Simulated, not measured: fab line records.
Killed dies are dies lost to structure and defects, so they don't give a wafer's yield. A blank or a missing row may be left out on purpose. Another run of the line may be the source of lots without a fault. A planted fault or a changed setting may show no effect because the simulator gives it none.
The tool behind it: which one? :: flow n5 finfet :: 10 lots, 30 wafers sampled, at 5 steps of a route of 1938

== WHAT THE GAUGES READ, wafer by wafer ==
N5_DUMMY_GATE_INSPECT_17: inspects for defects (brightfield). Usual: raw defect count 191, standard deviation 46.
lot: L837
measured: day 3 04:28
on: defect inspect-02
raw defect count: 178 235 216
flag: 

lot: L838
measured: day 3 10:26
on: defect inspect-02
raw defect count: 303 150 231
flag: 

lot: L839
measured: day 3 18:16
on: defect inspect-02
raw defect count: 168 184 186
flag: 

lot: L844
measured: day 5 00:44
on: defect inspect-01
raw defect count: 200 229 205
flag: 

lot: L846
measured: day 5 13:40
on: defect inspect-01
raw defect count: 133 157 231
flag: 

lot: L850
measured: day 6 11:32
on: defect inspect-01
raw defect count: 137 177 178
flag: 

lot: L851
measured: day 6 17:25
on: defect inspect-02
raw defect count: 193 129 248
flag: 

lot: L854
measured: day 7 10:00
on: defect inspect-02
raw defect count: 163 137 177
flag: 

lot: L855
measured: day 7 15:05
on: defect inspect-01
raw defect count: 139 232 201
flag: 

lot: L857
measured: day 8 04:50
on: defect inspect-01
raw defect count: 216 232 175
flag: 

N5_SD_EPI_N_CD_MEAS_09 targets a cd of 120 nm. Usual: cd nm 120.2 nm, standard deviation 0.48.
lot: L837
measured: day 3 06:40
on: cd sem-02
cd nm (nm): 121.0 120.8 121.1
flag: 

lot: L838
measured: day 3 12:33
on: cd sem-02
cd nm (nm): 119.6 119.7 119.8
flag: 

lot: L839
measured: day 3 20:35
on: cd sem-02
cd nm (nm): 119.8 120.4 119.8
flag: 

lot: L844
measured: day 5 03:34
on: cd sem-01
cd nm (nm): 120.2 119.9 119.8
flag: 

lot: L846
measured: day 5 15:58
on: cd sem-01
cd nm (nm): 120.2 120.1 119.9
flag: 

lot: L850
measured: day 6 13:48
on: cd sem-02
cd nm (nm): 119.5 119.6 119.2
flag: 

lot: L851
measured: day 6 19:37
on: cd sem-03
cd nm (nm): 120.5 119.7 120.0
flag: 

lot: L854
measured: day 7 12:04
on: cd sem-03
cd nm (nm): 120.4 120.2 119.6
flag: 

lot: L855
measured: day 7 17:23
on: cd sem-03
cd nm (nm): 120.3 120.4 120.0
flag: 

lot: L857
measured: day 8 07:02
on: cd sem-03
cd nm (nm): 120.0 121.2 119.8
flag: 

N5_BEOL_M4_RC_MEAS_101. Usual: DIBL_N 35.9 mV/V, standard deviation 1.3; DIBL_P 35.9 mV/V, standard deviation 1.5; IOFF_N 0.152 nA/um, standard deviation 0.023; IOFF_P 0.204 nA/um, standard deviation 0.027; ION_N 673 uA/um, standard deviation 9.2; ION_P 462 uA/um, standard deviation 6.7; REXT_N 74.9 ohm.um, standard deviation 1.8; SS_N 71.4 mV/dec, standard deviation 0.48; SS_P 73.2 mV/dec, standard deviation 0.55; VT_N 250.3 mV, standard deviation 2.6; VT_P -250.6 mV, standard deviation 3.
lot: L837
measured: day 8 18:44
on: prober-01
DIBL_N (mV/V): 35.9 35.3 34.9
DIBL_P (mV/V): 36.2 35.8 36.1
IOFF_N (nA/um): 0.177 0.163 0.159
IOFF_P (nA/um): 0.208 0.198 0.204
ION_N (uA/um): 682 679 676
ION_P (uA/um): 458 459 464
REXT_N (ohm.um): 73.4 73.6 74.3
SS_N (mV/dec): 71.3 71.8 70.8
SS_P (mV/dec): 73.9 73.7 73.1
VT_N (mV): 246.9 248.9 248.7
VT_P (mV): -250.4 -251.5 -252.7
flag: 

lot: L838
measured: day 8 20:23
on: prober-02
DIBL_N (mV/V): 33.8 33.5 33.9
DIBL_P (mV/V): 34.7 34.5 35.1
IOFF_N (nA/um): 0.143 0.133 0.139
IOFF_P (nA/um): 0.199 0.186 0.199
ION_N (uA/um): 667 672 663
ION_P (uA/um): 461 464 464
REXT_N (ohm.um): 74.2 75.5 75.2
SS_N (mV/dec): 71.0 71.5 70.9
SS_P (mV/dec): 72.4 72.5 72.8
VT_N (mV): 250.9 250.1 250.9
VT_P (mV): -250.0 -250.8 -250.2
flag: 

lot: L839
measured: day 9 18:23
on: prober-02
DIBL_N (mV/V): 36.5 35.0 36.1
DIBL_P (mV/V): 37.3 36.3 37.1
IOFF_N (nA/um): 0.167 0.150 0.163
IOFF_P (nA/um): 0.198 0.182 0.197
ION_N (uA/um): 677 679 680
ION_P (uA/um): 461 452 462
REXT_N (ohm.um): 77.4 77.9 77.8
SS_N (mV/dec): 70.8 71.0 71.5
SS_P (mV/dec): 74.3 73.0 73.2
VT_N (mV): 249.8 252.0 248.3
VT_P (mV): -253.7 -254.3 -251.2
flag: 

lot: L844
measured: day 10 22:23
on: prober-01
DIBL_N (mV/V): 36.2 37.4 36.8
DIBL_P (mV/V): 35.5 37.4 36.7
IOFF_N (nA/um): 0.162 0.183 0.175
IOFF_P (nA/um): 0.209 0.233 0.224
ION_N (uA/um): 687 680 690
ION_P (uA/um): 467 468 469
REXT_N (ohm.um): 73.7 73.9 74.5
SS_N (mV/dec): 71.6 71.8 70.5
SS_P (mV/dec): 73.1 74.2 73.0
VT_N (mV): 246.1 245.8 247.4
VT_P (mV): -248.9 -249.6 -248.3
flag: 

lot: L846
measured: day 11 07:58
on: prober-02
DIBL_N (mV/V): 38.2 37.6 36.9
DIBL_P (mV/V): 38.8 37.3 36.6
IOFF_N (nA/um): 0.225 0.206 0.182
IOFF_P (nA/um): 0.247 0.217 0.209
ION_N (uA/um): 690 678 682
ION_P (uA/um): 467 458 458
REXT_N (ohm.um): 72.6 72.2 72.8
SS_N (mV/dec): 71.5 71.8 71.3
SS_P (mV/dec): 74.1 73.2 72.6
VT_N (mV): 242.7 244.2 246.1
VT_P (mV): -248.1 -253.5 -251.4
flag: 

lot: L850
measured: day 12 07:56
on: prober-01
DIBL_N (mV/V): 33.9 36.7 33.2
DIBL_P (mV/V): 35.3 38.4 34.6
IOFF_N (nA/um): 0.152 0.202 0.136
IOFF_P (nA/um): 0.208 0.301 0.201
ION_N (uA/um): 688 700 681
ION_P (uA/um): 474 488 471
REXT_N (ohm.um): 73.3 70.3 74.8
SS_N (mV/dec): 71.3 71.4 70.4
SS_P (mV/dec): 72.8 73.7 72.7
VT_N (mV): 248.7 246.0 250.0
VT_P (mV): -248.8 -240.8 -249.4
flag: 

lot: L851
measured: day 12 14:05
on: prober-02
DIBL_N (mV/V): 40.2 39.0 36.4
DIBL_P (mV/V): 37.0 36.7 33.5
IOFF_N (nA/um): 0.184 0.163 0.121
IOFF_P (nA/um): 0.211 0.193 0.149
ION_N (uA/um): 697 689 669
ION_P (uA/um): 470 463 452
REXT_N (ohm.um): 67.0 71.7 72.3
SS_N (mV/dec): 71.6 71.4 71.3
SS_P (mV/dec): 73.0 73.7 72.6
VT_N (mV): 247.0 248.7 252.4
VT_P (mV): -250.3 -253.3 -252.7
flag: 

lot: L854
measured: day 13 14:14
on: prober-02
DIBL_N (mV/V): 34.5 33.8 35.7
DIBL_P (mV/V): 36.0 35.6 37.6
IOFF_N (nA/um): 0.143 0.137 0.164
IOFF_P (nA/um): 0.198 0.187 0.223
ION_N (uA/um): 681 665 681
ION_P (uA/um): 470 466 467
REXT_N (ohm.um): 78.1 76.7 76.7
SS_N (mV/dec): 71.5 71.2 71.5
SS_P (mV/dec): 73.3 73.1 73.5
VT_N (mV): 252.2 253.1 249.4
VT_P (mV): -248.9 -253.0 -251.9
flag: 

lot: L855
measured: day 13 17:34
on: prober-01
DIBL_N (mV/V): 36.5 35.8 36.4
DIBL_P (mV/V): 36.4 35.8 36.3
IOFF_N (nA/um): 0.174 0.162 0.172
IOFF_P (nA/um): 0.228 0.218 0.228
ION_N (uA/um): 688 681 677
ION_P (uA/um): 471 469 468
REXT_N (ohm.um): 74.9 75.7 74.6
SS_N (mV/dec): 71.9 72.0 71.1
SS_P (mV/dec): 72.9 72.9 72.5
VT_N (mV): 246.3 248.6 245.5
VT_P (mV): -248.1 -249.2 -247.2
flag: 

lot: L857
measured: day 14 01:35
on: prober-02
DIBL_N (mV/V): 35.1 35.0 35.1
DIBL_P (mV/V): 35.8 36.8 36.6
IOFF_N (nA/um): 0.128 0.132 0.138
IOFF_P (nA/um): 0.167 0.175 0.171
ION_N (uA/um): 669 668 672
ION_P (uA/um): 455 454 456
REXT_N (ohm.um): 73.2 73.2 73.1
SS_N (mV/dec): 71.1 71.7 71.8
SS_P (mV/dec): 73.3 73.4 73.2
VT_N (mV): 255.3 253.2 252.9
VT_P (mV): -254.2 -253.3 -257.5
flag: 

== WHICH TOOL RAN EACH LOT (tool, then ch and the chambers of the sampled wafers, then the start) ==
lot: L837
N5_DUMMY_GATE_ETCH_29: rie diel-03 ch 1,3, day 3 04:33
N5_SPACER0_ALD_00: ald sin-03 ch 0,2,3, day 3 05:58

lot: L838
N5_DUMMY_GATE_ETCH_29: rie diel-01 ch 0,2,3, day 3 10:32
N5_SPACER0_ALD_00: ald sin-01 ch 0,1,2, day 3 11:52

lot: L839
N5_DUMMY_GATE_ETCH_29: rie diel-06 ch 1,2, day 3 18:22
N5_SPACER0_ALD_00: ald sin-03 ch 0,1,3, day 3 19:47

lot: L844
N5_DUMMY_GATE_ETCH_29: rie diel-03 ch 0,2, day 5 00:50
N5_SPACER0_ALD_00: ald sin-01 ch 0,2,3, day 5 02:45

lot: L846
N5_DUMMY_GATE_ETCH_29: rie diel-01 ch 2,3, day 5 13:46
N5_SPACER0_ALD_00: ald sin-02 ch 1,2, day 5 15:16

lot: L850
N5_DUMMY_GATE_ETCH_29: rie diel-03 ch 2,3, day 6 11:37
N5_SPACER0_ALD_00: ald sin-01 ch 1,2,3, day 6 12:58

lot: L851
N5_DUMMY_GATE_ETCH_29: rie diel-03 ch 1,2,3, day 6 17:31
N5_SPACER0_ALD_00: ald sin-01 ch 1,2, day 6 18:48

lot: L854
N5_DUMMY_GATE_ETCH_29: rie diel-06 ch 0,2,3, day 7 10:06
N5_SPACER0_ALD_00: ald sin-02 ch 0,2, day 7 11:22

lot: L855
N5_DUMMY_GATE_ETCH_29: rie diel-03 ch 1,3, day 7 15:11
N5_SPACER0_ALD_00: ald sin-02 ch 0,1,2, day 7 16:42

lot: L857
N5_DUMMY_GATE_ETCH_29: rie diel-03 ch 0,2,3, day 8 04:56
N5_SPACER0_ALD_00: ald sin-03 ch 0,3, day 8 06:20
- N5_DUMMY_GATE_ETCH_29: etches underlayer in N2/H2, target depth 13 nm.
- N5_SPACER0_ALD_00: deposits SiOCN, target thk 3.5 nm, pulse time 3 s, purge time 2 s.

== WHAT THE TOOLS THEMSELVES READ (means of the sampled wafers that have a number; where no wafer has one, the mark that the record gives instead) ==
N5_DUMMY_GATE_ETCH_29. Usual: drypump motor current A 5.54 A, standard deviation 0.29; oes product au 0.79 a.u., standard deviation 0.071; rf vpp V 523.5 V, standard deviation 2.6; showerhead plenum p Torr 2.53 Torr, standard deviation 0.091; throttle valve pct 17.85 %, standard deviation 0.28.
lot: L837
tool: rie diel-03
drypump motor current A (A): 5.39
oes product au (a.u.): 0.78
rf vpp V (V): 519.8
showerhead plenum p Torr (Torr): 2.41
throttle valve pct (%): 17.70
flag: 

lot: L838
tool: rie diel-01
drypump motor current A (A): 5.48
oes product au (a.u.): 0.81
rf vpp V (V): 523.0
showerhead plenum p Torr (Torr): 2.53
throttle valve pct (%): 17.87
flag: 

lot: L839
tool: rie diel-06
drypump motor current A (A): 5.95
oes product au (a.u.): 0.72
rf vpp V (V): 526.5
showerhead plenum p Torr (Torr): 2.64
throttle valve pct (%): 17.93
flag: 

lot: L844
tool: rie diel-03
drypump motor current A (A): 5.39
oes product au (a.u.): 0.75
rf vpp V (V): 523.6
showerhead plenum p Torr (Torr): 2.54
throttle valve pct (%): 18.09
flag: 

lot: L846
tool: rie diel-01
drypump motor current A (A): 5.69
oes product au (a.u.): 0.75
rf vpp V (V): 523.8
showerhead plenum p Torr (Torr): 2.51
throttle valve pct (%): 17.94
flag: 

lot: L850
tool: rie diel-03
drypump motor current A (A): 5.58
oes product au (a.u.): 0.72
rf vpp V (V): 523.7
showerhead plenum p Torr (Torr): 2.53
throttle valve pct (%): 18.25
flag: 

lot: L851
tool: rie diel-03
drypump motor current A (A): 5.41
oes product au (a.u.): 0.75
rf vpp V (V): 522.3
showerhead plenum p Torr (Torr): 2.47
throttle valve pct (%): 18.02
flag: 

lot: L854
tool: rie diel-06
drypump motor current A (A): 5.50
oes product au (a.u.): 0.81
rf vpp V (V): 523.5
showerhead plenum p Torr (Torr): 2.56
throttle valve pct (%): 17.77
flag: 

lot: L855
tool: rie diel-03
drypump motor current A (A): 5.37
oes product au (a.u.): 0.75
rf vpp V (V): 520.1
showerhead plenum p Torr (Torr): 2.40
throttle valve pct (%): 17.75
flag: 

lot: L857
tool: rie diel-03
drypump motor current A (A): 5.53
oes product au (a.u.): 0.73
rf vpp V (V): 522.6
showerhead plenum p Torr (Torr): 2.53
throttle valve pct (%): 18.08
flag: 

N5_SPACER0_ALD_00. Usual: heater power w 856 W, standard deviation 100; precursor pulse height rel 1.001, standard deviation 0.019.
lot: L837
tool: ald sin-03
heater power w (W): 909
precursor pulse height rel: 0.997
flag: 

lot: L838
tool: ald sin-01
heater power w (W): 816
precursor pulse height rel: 1.005
flag: 

lot: L839
tool: ald sin-03
heater power w (W): 820
precursor pulse height rel: 0.996
flag: 

lot: L844
tool: ald sin-01
heater power w (W): 770
precursor pulse height rel: 1.004
flag: 

lot: L846
tool: ald sin-02
heater power w (W): 918
precursor pulse height rel: 1.008
flag: 

lot: L850
tool: ald sin-01
heater power w (W): 828
precursor pulse height rel: 0.986
flag: 

lot: L851
tool: ald sin-01
heater power w (W): 819
precursor pulse height rel: 0.998
flag: 

lot: L854
tool: ald sin-02
heater power w (W): 891
precursor pulse height rel: 0.999
flag: 

lot: L855
tool: ald sin-02
heater power w (W): 877
precursor pulse height rel: 0.998
flag: 

lot: L857
tool: ald sin-03
heater power w (W): 935
precursor pulse height rel: 0.996
flag: 

== THE ANSWER, worked out from the rows above alone ==
Rule: take the mean of a lot's wafers that have a number; if it is more than 3 standard deviations from the usual mean, the lot is off. A lot without any number at a reading at which 4 lots or more have one is off too. Where the step has rows for the other lots, those lots are counted as sound. First the gauges in route order, then the tools' own readings, where a lot's mean is used as printed above. At the first step where some lot is off, the reading lying furthest off is the one used; lots without a number count as furthest.
None of the lots is off at any reading shown; this tells nothing.

== WHAT THE SIMULATOR HAD INSERTED ==
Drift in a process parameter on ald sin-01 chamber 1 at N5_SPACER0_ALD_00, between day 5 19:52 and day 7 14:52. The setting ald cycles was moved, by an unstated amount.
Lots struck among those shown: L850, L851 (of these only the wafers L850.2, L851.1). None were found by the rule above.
